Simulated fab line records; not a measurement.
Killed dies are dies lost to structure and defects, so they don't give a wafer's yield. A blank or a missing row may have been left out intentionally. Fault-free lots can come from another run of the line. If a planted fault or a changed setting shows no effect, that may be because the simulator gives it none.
fab line records -- flow nand-harc -- part 1 of 2: steps 1 to 4 of 6
record lots=23, wafers=69, last-day=33
route steps=1302 shown A_STAIRCASE@679
lots with no fault: from the same line, run without faults
start-h: hours from the record's first day to the start of the lot's first wafer shown -- wait-h: how many hours have passed since the lot's step before this one -- " the same as in the row above -- L1.1+2: one row covering several wafers at once -- - no value present, or no start provided -- * or withheld: withheld -- < > ~ a bound
route shown NAME@n: NAME is a module with steps in the file, n the number in the route of the first one -- usual: mean/standard deviation taken from wafers without a fault -- same: alike in all rows -- chamber/n: place in a boat -- sites: per-site readings -- _std_site: the values' standard deviation -- _edge_site: the outer-site mean with the inner-site mean subtracted -- radius-mm: how far each site lies from the wafer's centre -- mask NAME#n: copy n -- behind: the most recent tool/chamber to have shaped the wafer -- hold: cause of the lot's hold/its duration in hours/its outcome -- device: names the non-switching transistor (n, p or np) -- end of line: tests run on the same wafers once the route is complete -- step lacking rows: just its recipe -- killed: dies that structure and defects cost at the first sort, which is not the same as the wafer's yield -- map: a wafer's dies, x killed, . not, _ none there
set.NAME: the setting that was run; set.NAME@STEP: the one run at that earlier step -- model.NAME: the simulator's own value behind a step, which no gauge read
route steps across a sampled set of lots; one table per step, one row per wafer
services: a tool's chamber out of use, with start hour (start-h, from the record's first day; less than 0 if before it), hours out, and reason
## steps
# step NHARC_A_STAIRCASE_TRIM_22
# recipe time-s=211.2, o2-flow-sccm=500, ar-flow-sccm=0, bias-w=0, chemistry=O2
# usual drypump-motor-current-A=5.7/0.52, oes-product-au=1.003/0.014, rf-vpp-V=57.8/0.79, showerhead-plenum-p-Torr=3.50/0.078, throttle-valve-pct=17.036/0.0096
lot.wafer,tool,chamber,start-h,wait-h,drypump-motor-current-A,oes-product-au,rf-hours-counter-h,rf-vpp-V,showerhead-plenum-p-Torr,throttle-valve-pct
L074.1,rie-diel-01,0,-,-,6.3,1.016,45,58.7,3.42,17.031
L074.2,rie-diel-01,2,-,-,5.3,0.997,46,57.5,3.53,17.049
L074.5,rie-diel-01,0,-,-,6.3,1.007,-,57.6,3.42,17.029
L075.1,rie-diel-01,1,-,-,4.8,1.000,55,57.7,3.50,17.031
L075.2,rie-diel-01,3,-,-,5.6,1.002,48,56.0,3.48,17.044
L075.5,rie-diel-01,1,-,-,4.8,1.006,-,57.2,3.50,17.029
L076.1,rie-diel-01,0,-,-,6.3,1.022,51,58.4,3.41,17.046
L076.3,rie-diel-01,1,-,-,4.8,1.000,56,58.3,3.50,17.025
L076.6,rie-diel-01,2,-,-,5.3,1.002,-,57.7,3.53,17.044
L077.2,rie-diel-13,2,-,-,5.9,0.976,15,57.9,3.45,17.043
L077.1,rie-diel-13,1,-,-,5.6,1.024,11,58.8,3.44,17.024
L077.5,rie-diel-13,2,-,-,5.9,0.978,-,57.9,3.45,17.039
L078.4,rie-diel-07,1,-,-,6.3,1.023,35,57.8,3.61,17.036
L078.6,rie-diel-07,3,-,-,5.0,1.008,-,58.5,3.50,17.039
L078.5,rie-diel-07,0,-,-,5.5,0.998,-,58.9,3.67,17.029
L079.4,rie-diel-01,1,-,-,4.8,0.979,1,57.0,3.50,17.044
L079.3,rie-diel-01,3,-,-,5.6,1.017,4,56.9,3.47,17.039
L079.6,rie-diel-01,2,-,-,5.2,1.019,-,57.6,3.52,17.044
L081.2,rie-diel-13,2,-,-,5.9,0.979,29,57.7,3.44,17.037
L081.4,rie-diel-13,3,-,-,6.3,0.979,27,56.6,3.48,17.028
L081.5,rie-diel-13,1,-,-,5.6,1.025,-,58.3,3.43,17.039
L080.4,rie-diel-01,2,-,-,5.3,1.001,8,58.2,3.52,17.029
L080.2,rie-diel-01,3,-,-,5.6,1.013,13,57.5,3.47,17.050
L080.5,rie-diel-01,2,-,-,5.3,0.999,-,57.0,3.52,17.031
L082.2,rie-diel-07,1,-,-,6.3,1.026,49,56.3,3.61,17.052
L082.4,rie-diel-07,3,-,-,5.0,1.013,35,56.0,3.50,17.043
L082.6,rie-diel-07,1,-,-,6.3,1.024,-,57.7,3.61,17.043
L084.3,rie-diel-07,1,-,-,6.2,1.027,57,58.5,3.60,17.042
L084.2,rie-diel-07,2,-,-,6.2,0.988,52,57.9,3.44,17.040
L084.1,rie-diel-07,3,-,-,5.0,1.005,41,58.1,3.49,17.040
L083.3,rie-diel-01,3,-,-,5.6,1.010,20,57.9,3.46,17.021
L083.2,rie-diel-01,2,-,-,5.3,1.011,15,58.6,3.52,17.026
L083.5,rie-diel-01,3,-,-,5.6,1.013,-,57.8,3.46,17.025
L085.3,rie-diel-07,1,-,-,6.2,1.011,58,58.1,3.60,17.019
L085.1,rie-diel-07,3,-,-,5.0,1.006,42,57.8,3.49,17.034
L085.6,rie-diel-07,1,-,-,6.2,1.023,-,60.0,3.60,17.025
L086.2,rie-diel-13,3,-,-,6.3,0.979,43,58.5,3.47,17.030
L086.4,rie-diel-13,0,-,-,5.4,0.986,42,57.4,3.55,17.040
L086.6,rie-diel-13,1,-,-,5.6,1.015,-,57.9,3.42,17.041
L087.1,rie-diel-01,2,-,-,5.3,1.019,25,57.5,3.51,17.032
L087.2,rie-diel-01,1,-,-,4.8,0.979,31,58.1,3.48,17.037
L087.6,rie-diel-01,3,-,-,5.6,1.014,-,58.3,3.46,17.034
L089.4,rie-diel-07,1,-,-,6.3,1.004,3,57.8,3.60,17.044
L089.2,rie-diel-07,3,-,-,5.0,1.005,2,56.4,3.49,17.038
L089.5,rie-diel-07,2,-,-,6.2,1.004,-,58.2,3.43,17.044
L088.3,rie-diel-07,2,-,-,6.2,1.003,11,57.7,3.43,17.026
L088.5,rie-diel-07,2,-,-,6.2,1.007,-,58.4,3.43,17.029
L088.6,rie-diel-07,3,-,-,5.0,1.001,-,57.7,3.49,17.028
L090.3,rie-diel-13,2,-,-,5.9,0.980,57,57.9,3.42,17.031
L090.2,rie-diel-13,3,-,-,6.3,0.981,56,57.8,3.46,17.025
L090.1,rie-diel-13,0,-,-,5.4,0.992,55,58.7,3.54,17.039
L091.3,rie-diel-01,0,-,-,6.3,1.031,44,57.3,3.39,17.027
L091.2,rie-diel-01,1,-,-,4.8,0.999,39,58.3,3.48,17.034
L091.6,rie-diel-01,0,-,-,6.3,1.035,-,57.4,3.39,17.052
L092.1,rie-diel-07,2,-,-,6.2,1.008,16,57.1,3.43,17.037
L092.3,rie-diel-07,0,-,-,5.6,1.022,15,59.6,3.65,17.039
L092.5,rie-diel-07,2,-,-,6.2,0.997,-,56.8,3.43,17.040
L094.1,rie-diel-07,2,-,-,6.2,0.998,26,57.4,3.42,17.044
L094.4,rie-diel-07,0,-,-,5.6,1.007,22,56.8,3.65,17.035
L094.5,rie-diel-07,2,-,-,6.2,1.002,-,57.3,3.42,17.036
L096.4,rie-diel-07,3,-,-,4.9,1.002,25,57.3,3.48,17.024
L096.5,rie-diel-07,1,-,-,6.3,1.009,-,57.8,3.58,17.026
L096.6,rie-diel-07,2,-,-,6.2,1.005,-,56.8,3.42,17.032
L095.1,rie-diel-01,2,-,-,5.3,0.990,1,59.1,3.50,17.042
L095.4,rie-diel-01,3,-,-,5.6,1.016,0,58.3,3.44,17.043
L095.5,rie-diel-01,2,-,-,5.3,0.990,-,57.5,3.50,17.030
L097.3,rie-diel-07,3,-,-,5.0,0.985,29,56.6,3.47,17.041
L097.1,rie-diel-07,0,-,-,5.6,1.003,33,57.4,3.64,17.025
L097.4,rie-diel-07,2,-,-,6.2,0.996,34,58.0,3.42,17.041
# step NHARC_A_STAIRCASE_ETCH_188
# recipe target-depth-a=1000, time-s=40.5, ion-energy-ev=400, c4f8-flow-sccm=20, o2-flow-sccm=10, ar-flow-sccm=withheld, rf-w=600, bias-w=1000, chemistry=C4F8/O2
# usual oes-product-au=0.943/0.016, rf-vpp-V=894.7/2.9
lot.wafer,tool,chamber,start-h,wait-h,oes-product-au,rf-hours-counter-h,rf-vpp-V
L074.1,rie-diel-01,2,-,-,0.944,47,895.4
L074.2,rie-diel-01,0,-,-,0.957,46,892.9
L074.5,rie-diel-01,3,-,-,0.960,-,894.6
L075.2,rie-diel-13,1,-,-,0.969,5,893.3
L075.1,rie-diel-13,2,-,-,0.938,5,893.7
L075.5,rie-diel-13,1,-,-,0.963,-,893.9
L076.3,rie-diel-07,0,-,-,0.948,28,900.9
L076.1,rie-diel-07,2,-,-,0.950,26,892.9
L076.6,rie-diel-07,1,-,-,0.981,-,900.4
L077.1,rie-diel-07,1,-,-,0.966,37,898.5
L077.2,rie-diel-07,2,-,-,0.951,34,893.2
L077.5,rie-diel-07,0,-,-,0.941,-,901.3
L078.4,rie-diel-07,2,-,-,0.938,34,894.5
L078.5,rie-diel-07,2,-,-,0.942,-,892.9
L078.6,rie-diel-07,3,-,-,0.937,-,893.9
L079.4,rie-diel-07,3,-,-,0.941,27,894.8
L079.3,rie-diel-07,0,-,-,0.920,36,901.0
L079.6,rie-diel-07,0,-,-,0.922,-,901.7
L081.4,rie-diel-07,3,-,-,0.936,34,894.8
L081.2,rie-diel-07,0,-,-,0.909,43,901.6
L081.5,rie-diel-07,2,-,-,0.930,-,892.7
L080.4,rie-diel-13,3,-,-,0.943,28,893.3
L080.2,rie-diel-13,0,-,-,0.972,26,897.0
L080.5,rie-diel-13,0,-,-,0.971,-,897.2
L082.4,rie-diel-01,3,-,-,0.959,15,893.7
L082.2,rie-diel-01,2,-,-,0.937,9,895.3
L082.6,rie-diel-01,0,-,-,0.964,-,890.6
L084.3,rie-diel-07,2,-,-,0.942,53,892.5
L084.2,rie-diel-07,3,-,-,0.956,42,894.0
L084.1,rie-diel-07,1,-,-,0.953,57,898.6
L083.3,rie-diel-01,3,-,-,0.963,22,893.7
L083.2,rie-diel-01,0,-,-,0.971,25,890.7
L083.5,rie-diel-01,1,-,-,0.939,-,894.3
L085.3,rie-diel-13,0,-,-,0.955,36,897.1
L085.1,rie-diel-13,1,-,-,0.975,35,892.2
L085.6,rie-diel-13,0,-,-,0.962,-,896.8
L086.4,rie-diel-13,2,-,-,0.923,47,891.5
L086.2,rie-diel-13,0,-,-,0.940,42,896.5
L086.6,rie-diel-13,3,-,-,0.918,-,894.7
L087.1,rie-diel-13,2,-,-,0.919,50,892.2
L087.2,rie-diel-13,0,-,-,0.942,45,894.3
L087.6,rie-diel-13,2,-,-,0.924,-,891.9
L089.2,rie-diel-07,3,-,-,0.941,5,894.0
L089.4,rie-diel-07,1,-,-,0.943,7,899.1
L089.5,rie-diel-07,3,-,-,0.946,-,895.2
L088.3,rie-diel-13,3,-,-,0.945,57,893.4
L088.6,rie-diel-13,0,-,-,0.945,-,895.8
L088.5,rie-diel-13,1,-,-,0.959,-,892.9
L091.3,rie-diel-01,2,-,-,0.942,36,894.7
L091.2,rie-diel-01,0,-,-,0.969,45,889.6
L091.6,rie-diel-01,2,-,-,0.925,-,895.1
L090.2,rie-diel-07,1,-,-,0.919,10,899.3
L090.3,rie-diel-07,2,-,-,0.929,12,892.2
L090.1,rie-diel-07,3,-,-,0.926,8,895.3
L092.1,rie-diel-01,1,-,-,0.898,49,894.5
L092.3,rie-diel-01,2,-,-,0.926,44,895.4
L092.5,rie-diel-01,1,-,-,0.912,-,892.6
L094.1,rie-diel-13,0,-,-,0.944,10,895.0
L094.4,rie-diel-13,1,-,-,0.965,10,892.0
L094.5,rie-diel-13,3,-,-,0.936,-,893.5
L096.6,rie-diel-13,3,-,-,0.924,-,893.5
L096.5,rie-diel-13,0,-,-,0.936,-,895.3
L096.4,rie-diel-13,1,-,-,0.952,-,892.0
L095.4,rie-diel-01,1,-,-,0.937,1,893.5
L095.1,rie-diel-01,3,-,-,0.984,1,892.0
L095.5,rie-diel-01,0,-,-,0.960,-,891.0
L097.3,rie-diel-01,3,-,-,0.958,6,893.4
L097.1,rie-diel-01,0,-,-,0.930,4,890.5
L097.4,rie-diel-01,2,-,-,0.925,7,895.6
# step NHARC_A_STAIRCASE_TRIM_200
# recipe time-s=211.2, o2-flow-sccm=500, ar-flow-sccm=0, bias-w=0, chemistry=O2
# usual drypump-motor-current-A=5.7/0.5, oes-product-au=1.007/0.013, rf-vpp-V=57.7/0.83, showerhead-plenum-p-Torr=3.49/0.076, throttle-valve-pct=17.037/0.0092
lot.wafer,tool,chamber,start-h,wait-h,drypump-motor-current-A,oes-product-au,rf-hours-counter-h,rf-vpp-V,showerhead-plenum-p-Torr,throttle-valve-pct
L074.1,rie-diel-07,0,-,-,5.6,1.004,21,58.2,3.68,17.047
L074.2,rie-diel-07,1,-,-,6.3,1.012,24,58.0,3.62,17.024
L074.5,rie-diel-07,3,-,-,5.0,1.019,-,57.6,3.51,17.051
L075.2,rie-diel-01,0,-,-,6.3,1.014,52,57.5,3.41,17.026
L075.1,rie-diel-01,2,-,-,5.3,1.014,56,58.6,3.53,17.029
L075.5,rie-diel-01,1,-,-,4.9,1.009,-,56.6,3.50,17.040
L076.3,rie-diel-07,3,-,-,5.0,1.010,19,59.1,3.50,17.027
L076.1,rie-diel-07,0,-,-,5.6,0.996,28,59.5,3.67,17.028
L076.6,rie-diel-07,1,-,-,6.3,1.008,-,56.8,3.62,17.042
L077.2,rie-diel-01,0,-,-,6.3,1.026,1,59.6,3.41,17.053
L077.1,rie-diel-01,3,-,-,5.6,1.007,1,57.2,3.47,17.024
L077.5,rie-diel-01,2,-,-,5.2,1.011,-,57.1,3.53,17.031
L078.4,rie-diel-01,3,-,-,5.6,1.014,-,56.4,3.47,17.057
L078.6,rie-diel-01,0,-,-,6.3,1.032,-,58.5,3.41,17.035
L078.5,rie-diel-01,2,-,-,5.3,1.020,-,57.6,3.53,17.030
L079.3,rie-diel-13,0,-,-,5.4,0.999,18,57.0,3.56,17.040
L079.4,rie-diel-13,3,-,-,6.3,0.992,19,57.9,3.48,17.029
L079.6,rie-diel-13,1,-,-,5.6,1.030,-,57.5,3.44,17.025
L081.2,rie-diel-01,3,-,-,5.6,1.019,14,56.9,3.47,17.041
L081.4,rie-diel-01,0,-,-,6.4,1.030,15,57.8,3.40,17.029
L081.5,rie-diel-01,2,-,-,5.3,0.996,-,55.9,3.52,17.034
L080.4,rie-diel-13,0,-,-,5.4,1.007,27,57.2,3.56,17.040
L080.2,rie-diel-13,3,-,-,6.2,0.991,28,56.8,3.48,17.032
L080.5,rie-diel-13,1,-,-,5.7,1.035,-,57.8,3.43,17.042
L082.4,rie-diel-07,0,-,-,5.5,0.990,44,59.3,3.66,17.040
L082.2,rie-diel-07,1,-,-,6.3,1.015,50,59.8,3.61,17.024
L082.6,rie-diel-07,3,-,-,5.0,1.016,-,56.6,3.50,17.028
L084.2,rie-diel-13,1,-,-,5.7,1.024,35,57.9,3.43,17.035
L084.1,rie-diel-13,2,-,-,5.9,0.989,38,57.5,3.43,17.029
L084.3,rie-diel-13,0,-,-,5.4,0.998,36,57.1,3.55,17.035
L083.3,rie-diel-01,2,-,-,5.2,1.004,17,58.6,3.52,17.057
L083.2,rie-diel-01,0,-,-,6.3,1.020,25,56.1,3.40,17.026
L083.5,rie-diel-01,3,-,-,5.6,1.009,-,57.0,3.46,17.044
L085.1,rie-diel-07,0,-,-,5.5,0.993,54,56.7,3.66,17.033
L085.3,rie-diel-07,1,-,-,6.3,1.031,59,58.9,3.60,17.031
L085.6,rie-diel-07,3,-,-,5.0,1.011,-,58.5,3.49,17.050
L086.4,rie-diel-01,2,-,-,5.3,1.001,25,58.6,3.51,17.038
L086.2,rie-diel-01,0,-,-,6.3,1.018,36,57.2,3.39,17.030
L086.6,rie-diel-01,2,-,-,5.3,1.012,-,58.0,3.51,17.039
L087.1,rie-diel-07,0,-,-,5.6,1.014,1,57.9,3.66,17.039
L087.2,rie-diel-07,1,-,-,6.3,1.015,1,58.9,3.60,17.038
L087.6,rie-diel-07,2,-,-,6.2,0.999,-,57.2,3.44,17.032
L089.2,rie-diel-07,2,-,-,6.2,1.002,8,58.1,3.43,17.045
L089.4,rie-diel-07,0,-,-,5.5,1.015,6,57.8,3.65,17.019
L089.5,rie-diel-07,1,-,-,6.3,1.006,-,57.7,3.59,17.050
L088.3,rie-diel-01,3,-,-,5.6,1.023,44,58.3,3.45,17.041
L088.6,rie-diel-01,1,-,-,4.8,0.991,-,57.2,3.48,17.042
L088.5,rie-diel-01,2,-,-,5.3,1.010,-,59.4,3.51,17.050
L091.2,rie-diel-07,3,-,-,5.0,1.001,8,56.4,3.49,17.050
L091.3,rie-diel-07,0,-,-,5.5,1.018,9,57.9,3.65,17.034
L091.6,rie-diel-07,2,-,-,6.2,1.012,-,58.8,3.43,17.032
L090.2,rie-diel-01,0,-,-,6.4,1.036,46,57.8,3.39,17.022
L090.1,rie-diel-01,1,-,-,4.8,0.988,41,59.1,3.48,17.018
L090.3,rie-diel-01,2,-,-,5.3,1.003,37,58.5,3.51,17.025
L092.3,rie-diel-01,0,-,-,6.3,1.028,53,57.6,3.38,17.045
L092.1,rie-diel-01,1,-,-,4.8,0.971,49,57.2,3.47,17.044
L092.5,rie-diel-01,3,-,-,5.6,1.005,-,56.2,3.45,17.036
L094.4,rie-diel-13,0,-,-,5.4,0.998,10,59.8,3.53,17.043
L094.1,rie-diel-13,3,-,-,6.3,0.975,6,57.5,3.46,17.035
L094.5,rie-diel-13,1,-,-,5.7,1.004,-,57.3,3.41,17.039
L095.4,rie-diel-01,1,-,-,4.8,1.004,2,58.7,3.47,17.039
L095.1,rie-diel-01,3,-,-,5.6,1.021,1,58.0,3.44,17.021
L095.5,rie-diel-01,1,-,-,4.8,0.995,-,56.6,3.47,17.037
L096.6,rie-diel-13,1,-,-,5.7,1.005,-,58.0,3.41,17.041
L096.5,rie-diel-13,3,-,-,6.2,0.985,-,57.0,3.45,17.031
L096.4,rie-diel-13,0,-,-,5.4,0.997,-,57.6,3.53,17.046
L097.3,rie-diel-01,2,-,-,5.3,0.990,7,57.6,3.49,17.044
L097.4,rie-diel-01,3,-,-,5.6,1.025,7,57.1,3.44,17.051
L097.1,rie-diel-01,0,-,-,6.3,1.017,5,56.9,3.38,17.046
# step NHARC_A_STAIRCASE_TRIM_220
# recipe time-s=211.2, o2-flow-sccm=500, ar-flow-sccm=0, bias-w=0, chemistry=O2
# usual drypump-motor-current-A=5.7/0.45, oes-product-au=1.003/0.015, rf-vpp-V=57.7/0.89, showerhead-plenum-p-Torr=3.49/0.068, throttle-valve-pct=17.036/0.0088
lot.wafer,tool,chamber,start-h,wait-h,drypump-motor-current-A,oes-product-au,rf-hours-counter-h,rf-vpp-V,showerhead-plenum-p-Torr,throttle-valve-pct
L074.1,rie-diel-13,0,353.98,0.1,5.4,0.982,0,59.0,3.57,17.041
L074.2,rie-diel-13,3,353.98,0.1,6.2,0.985,0,57.1,3.49,17.042
L074.5,rie-diel-13,0,353.98,0.1,5.4,0.982,-,56.7,3.57,17.020
L075.2,rie-diel-01,2,371.76,0.1,5.3,1.018,57,58.5,3.53,17.035
L075.1,rie-diel-01,3,371.76,0.1,5.6,1.014,51,57.3,3.48,17.036
L075.5,rie-diel-01,1,371.76,0.1,4.8,1.005,-,58.7,3.50,17.034
L076.1,rie-diel-13,0,372.03,0.1,5.4,0.997,6,58.6,3.57,17.039
L076.3,rie-diel-13,3,372.03,0.1,6.2,0.996,6,56.7,3.49,17.041
L076.6,rie-diel-13,1,372.03,0.1,5.7,1.011,-,56.3,3.44,17.049
L077.2,rie-diel-07,1,395.93,0.1,6.3,1.006,38,56.9,3.61,17.039
L077.1,rie-diel-07,2,395.93,0.1,6.2,0.998,35,57.6,3.45,17.035
L077.5,rie-diel-07,2,395.93,0.1,6.2,0.993,-,57.4,3.45,17.027
L078.4,rie-diel-01,3,396.17,0.1,5.7,0.992,-,58.8,3.47,17.038
L078.6,rie-diel-01,0,396.17,0.1,6.3,1.023,-,56.6,3.41,17.025
L078.5,rie-diel-01,2,396.17,0.1,5.3,1.015,-,58.2,3.53,17.045
L079.4,rie-diel-13,0,405.98,0.1,5.4,1.009,18,57.4,3.56,17.045
L079.3,rie-diel-13,3,405.98,0.1,6.2,0.989,20,57.5,3.48,17.025
L079.6,rie-diel-13,1,405.98,0.1,5.7,1.032,-,58.9,3.44,17.043
L081.2,rie-diel-01,1,429.68,0.1,4.8,0.975,12,58.5,3.49,17.031
L081.4,rie-diel-01,3,429.68,0.1,5.6,1.012,15,58.0,3.47,17.051
L081.5,rie-diel-01,1,429.68,0.1,4.8,0.986,-,58.0,3.49,17.038
L080.4,rie-diel-13,1,431.80,0.1,5.7,1.036,27,57.7,3.43,17.032
L080.2,rie-diel-13,2,431.80,0.1,5.9,0.986,31,58.0,3.44,17.027
L080.5,rie-diel-13,3,431.80,0.1,6.2,0.988,-,57.9,3.48,17.047
L082.2,rie-diel-13,3,435.33,0.1,6.3,0.988,29,56.2,3.48,17.032
L082.4,rie-diel-13,0,435.33,0.1,5.4,1.001,28,58.5,3.55,17.046
L082.6,rie-diel-13,3,435.33,0.1,6.2,0.994,-,56.6,3.48,17.024
L084.3,rie-diel-01,3,460.54,0.1,5.6,1.020,22,56.9,3.46,17.040
L084.2,rie-diel-01,0,460.54,0.1,6.3,1.031,26,58.1,3.40,17.036
L084.1,rie-diel-01,1,460.54,0.1,4.8,0.987,22,58.0,3.49,17.045
L083.3,rie-diel-13,3,461.15,0.1,6.3,0.996,38,57.7,3.47,17.039
L083.2,rie-diel-13,1,461.15,0.1,5.7,1.024,35,56.6,3.43,17.036
L083.5,rie-diel-13,3,461.15,0.1,6.3,0.997,-,57.5,3.47,17.047
L085.1,rie-diel-13,2,463.72,0.1,5.9,0.988,40,56.0,3.43,17.043
L085.3,rie-diel-13,3,463.72,0.1,6.2,0.991,39,59.3,3.47,17.026
L085.6,rie-diel-13,3,463.72,0.1,6.2,0.996,-,58.0,3.47,17.036
L086.2,rie-diel-13,2,482.58,0.1,5.9,0.990,50,57.5,3.43,17.034
L086.4,rie-diel-13,3,482.58,0.1,6.3,0.988,46,57.9,3.47,17.029
L086.6,rie-diel-13,2,482.58,0.1,5.9,0.985,-,56.7,3.43,17.042
L087.1,rie-diel-07,1,489.19,0.1,6.3,1.016,2,58.2,3.60,17.031
L087.2,rie-diel-07,2,489.19,0.1,6.2,1.002,2,58.9,3.44,17.041
L087.6,rie-diel-07,2,489.19,0.1,6.2,1.012,-,59.3,3.44,17.042
L089.4,rie-diel-13,1,505.50,0.1,5.7,1.018,52,58.9,3.42,17.038
L089.2,rie-diel-13,2,505.50,0.1,5.9,0.980,55,57.7,3.42,17.049
L089.5,rie-diel-13,1,505.50,0.1,5.6,1.015,-,56.9,3.42,17.047
L088.3,rie-diel-01,1,519.71,0.1,4.8,0.978,41,57.9,3.48,17.033
L088.5,rie-diel-01,0,519.71,0.1,6.3,1.034,-,57.9,3.39,17.038
L088.6,rie-diel-01,1,519.71,0.1,4.8,0.997,-,57.6,3.48,17.044
L091.2,rie-diel-07,1,520.24,0.1,6.2,0.993,11,57.5,3.59,17.042
L091.3,rie-diel-07,2,520.24,0.1,6.2,1.008,13,57.8,3.43,17.045
L091.6,rie-diel-07,0,520.24,0.1,5.6,1.011,-,58.4,3.65,17.023
L090.3,rie-diel-01,2,520.37,0.1,5.2,1.008,38,58.3,3.51,17.023
L090.2,rie-diel-01,0,520.37,0.1,6.3,1.037,47,58.1,3.39,17.029
L090.1,rie-diel-01,1,520.37,0.1,4.8,0.982,42,56.9,3.48,17.055
L092.3,rie-diel-13,1,536.86,0.1,5.7,1.012,5,57.6,3.41,17.039
L092.1,rie-diel-13,2,536.86,0.1,5.9,0.983,5,57.1,3.42,17.027
L092.5,rie-diel-13,1,536.86,0.1,5.6,1.006,-,57.8,3.41,17.025
L094.4,rie-diel-07,1,566.21,0.1,6.2,1.009,29,57.0,3.58,17.015
L094.1,rie-diel-07,2,566.21,0.1,6.2,1.008,28,57.9,3.42,17.036
L094.5,rie-diel-07,0,566.21,0.1,5.5,1.009,-,59.3,3.64,17.047
L095.1,rie-diel-13,0,578.29,0.1,5.4,1.000,16,57.9,3.53,17.024
L095.4,rie-diel-13,1,578.29,0.1,5.7,1.009,-,56.8,3.41,17.020
L095.5,rie-diel-13,3,578.29,0.1,6.3,0.985,-,58.5,3.45,17.028
L096.6,rie-diel-13,3,579.91,0.2,6.2,0.989,-,58.4,3.45,17.036
L096.5,rie-diel-13,0,579.91,0.2,5.4,0.990,-,59.1,3.53,17.031
L096.4,rie-diel-13,1,579.91,0.2,5.7,1.009,-,57.5,3.41,17.042
L097.1,rie-diel-13,0,591.97,0.1,5.4,0.989,25,58.7,3.53,17.034
L097.3,rie-diel-13,2,591.97,0.1,5.9,0.988,20,59.1,3.41,17.045
L097.4,rie-diel-13,0,591.97,0.1,5.3,0.996,-,58.0,3.53,17.052
